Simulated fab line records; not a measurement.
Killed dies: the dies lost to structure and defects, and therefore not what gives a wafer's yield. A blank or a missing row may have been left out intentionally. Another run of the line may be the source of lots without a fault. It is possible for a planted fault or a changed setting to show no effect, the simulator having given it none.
Split-lot study :: flow n5-finfet :: route with 1938 steps; 7 lots, 21 wafers read

## THE SPLIT ITSELF
At N5_BEOL_M2_ETCH_69 (etches SiARC in CF4, target depth 15.6 nm, time 26 s), the setting bias-w was moved away from the recipe's 36 W on 7 of the 21 wafers read, by +7.7% to +17.3%. This setting was run at the recipe's value on the other wafers.

The reading comes from the split's own step.

## THE READING
rf-vpp-V, in V, at N5_BEOL_M2_ETCH_69 (etches SiARC in CF4, target depth 15.6 nm, time 26 s). Typical for fault-free wafers on this fab line: 183.7 V, with standard deviation 1.1 V.

wafer: L085.1
tool, chamber at the split: rie-diel-02, 1
bias-w as run, W: 36
against the recipe: recipe
rf-vpp-V, V: 184.0
against lot-mates on the recipe: -

wafer: L085.2
tool, chamber at the split: rie-diel-02, 2
bias-w as run, W: 36
against the recipe: recipe
rf-vpp-V, V: 183.4
against lot-mates on the recipe: -

wafer: L085.6
tool, chamber at the split: rie-diel-02, 3
bias-w as run, W: 36
against the recipe: recipe
rf-vpp-V, V: 186.8
against lot-mates on the recipe: -

wafer: L086.1
tool, chamber at the split: rie-diel-02, 2
bias-w as run, W: 42.22
against the recipe: +17.3%
rf-vpp-V, V: 202.4
against lot-mates on the recipe: no lot-mate on the recipe

wafer: L086.2
tool, chamber at the split: rie-diel-02, 3
bias-w as run, W: 42.22
against the recipe: +17.3%
rf-vpp-V, V: 206.1
against lot-mates on the recipe: no lot-mate on the recipe

wafer: L086.5
tool, chamber at the split: rie-diel-02, 1
bias-w as run, W: 42.22
against the recipe: +17.3%
rf-vpp-V, V: 204.3
against lot-mates on the recipe: no lot-mate on the recipe

wafer: L088.1
tool, chamber at the split: rie-diel-02, 3
bias-w as run, W: 36
against the recipe: recipe
rf-vpp-V, V: 184.7
against lot-mates on the recipe: -

wafer: L088.2
tool, chamber at the split: rie-diel-02, 2
bias-w as run, W: 36
against the recipe: recipe
rf-vpp-V, V: 183.9
against lot-mates on the recipe: -

wafer: L088.3
tool, chamber at the split: rie-diel-02, 1
bias-w as run, W: 36
against the recipe: recipe
rf-vpp-V, V: 181.5
against lot-mates on the recipe: -

wafer: L090.1
tool, chamber at the split: rie-diel-04, 0
bias-w as run, W: 41.47
against the recipe: +15.2%
rf-vpp-V, V: 199.8
against lot-mates on the recipe: +15.4

wafer: L090.2
tool, chamber at the split: rie-diel-04, 1
bias-w as run, W: 41.47
against the recipe: +15.2%
rf-vpp-V, V: 200.4
against lot-mates on the recipe: +16.0

wafer: L090.3
tool, chamber at the split: rie-diel-04, 2
bias-w as run, W: 36
against the recipe: recipe
rf-vpp-V, V: 184.4
against lot-mates on the recipe: -

wafer: L091.3
tool, chamber at the split: rie-diel-03, 0
bias-w as run, W: 38.76
against the recipe: +7.7%
rf-vpp-V, V: 194.7
against lot-mates on the recipe: +10.8

wafer: L091.4
tool, chamber at the split: rie-diel-03, 1
bias-w as run, W: 36
against the recipe: recipe
rf-vpp-V, V: 183.9
against lot-mates on the recipe: -

wafer: L091.6
tool, chamber at the split: rie-diel-03, 3
bias-w as run, W: 38.76
against the recipe: +7.7%
rf-vpp-V, V: 192.7
against lot-mates on the recipe: +8.8

wafer: L094.2
tool, chamber at the split: rie-diel-04, 1
bias-w as run, W: 36
against the recipe: recipe
rf-vpp-V, V: 185.1
against lot-mates on the recipe: -

wafer: L094.5
tool, chamber at the split: rie-diel-04, 3
bias-w as run, W: 36
against the recipe: recipe
rf-vpp-V, V: 185.2
against lot-mates on the recipe: -

wafer: L094.6
tool, chamber at the split: rie-diel-04, 0
bias-w as run, W: 36
against the recipe: recipe
rf-vpp-V, V: 182.4
against lot-mates on the recipe: -

wafer: L096.3
tool, chamber at the split: rie-diel-03, 3
bias-w as run, W: 36
against the recipe: recipe
rf-vpp-V, V: 182.5
against lot-mates on the recipe: -

wafer: L096.4
tool, chamber at the split: rie-diel-03, 0
bias-w as run, W: 36
against the recipe: recipe
rf-vpp-V, V: 184.4
against lot-mates on the recipe: -

wafer: L096.5
tool, chamber at the split: rie-diel-03, 1
bias-w as run, W: 36
against the recipe: recipe
rf-vpp-V, V: 183.8
against lot-mates on the recipe: -

THE FIT
A straight line over all 21 wafers: rf-vpp-V changes by +1.14 V for each +1% of bias-w; r = +0.99; the points scatter about the line by 1.4 V.
The same after taking each lot's own level away (the mean of its wafers on the recipe; 18 wafers): +1.07 V for each +1%; r = +0.98; scatter 1.3 V.
The reading moves by 19 V for the largest change in bias-w, on that fit.
Measured against the standard deviation above, the lots' own levels, which go from 183.37 to 184.73 V, span 1.2 times it.
The two slopes agree, so the slope changes little with the lot-to-lot level.
Check: with one of the wafers moved furthest among these (+15.2%) left out of the fit, the line predicts +17.1 V for it against its lot-mates. It came out at +15.4 V against them.
Tool readings at the split's step, against how far the setting was moved: rf-vpp-V r = +0.99.

## OTHER SPLITS ON THESE WAFERS
Other splits were also applied to these wafers ahead of the reading. Each is held against what the fit with the lots' levels taken away leaves over:
other split on the same wafers: N5_BEOL_M2_DESCUM_33 time-s
wafers away from the commonest value: 7
r with rf-vpp-V (lot level and that fit taken away): -0.19

## THE FILE'S OWN FIT
rf-vpp-V changes by +1.08 V for each +1% of bias-w, r = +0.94.
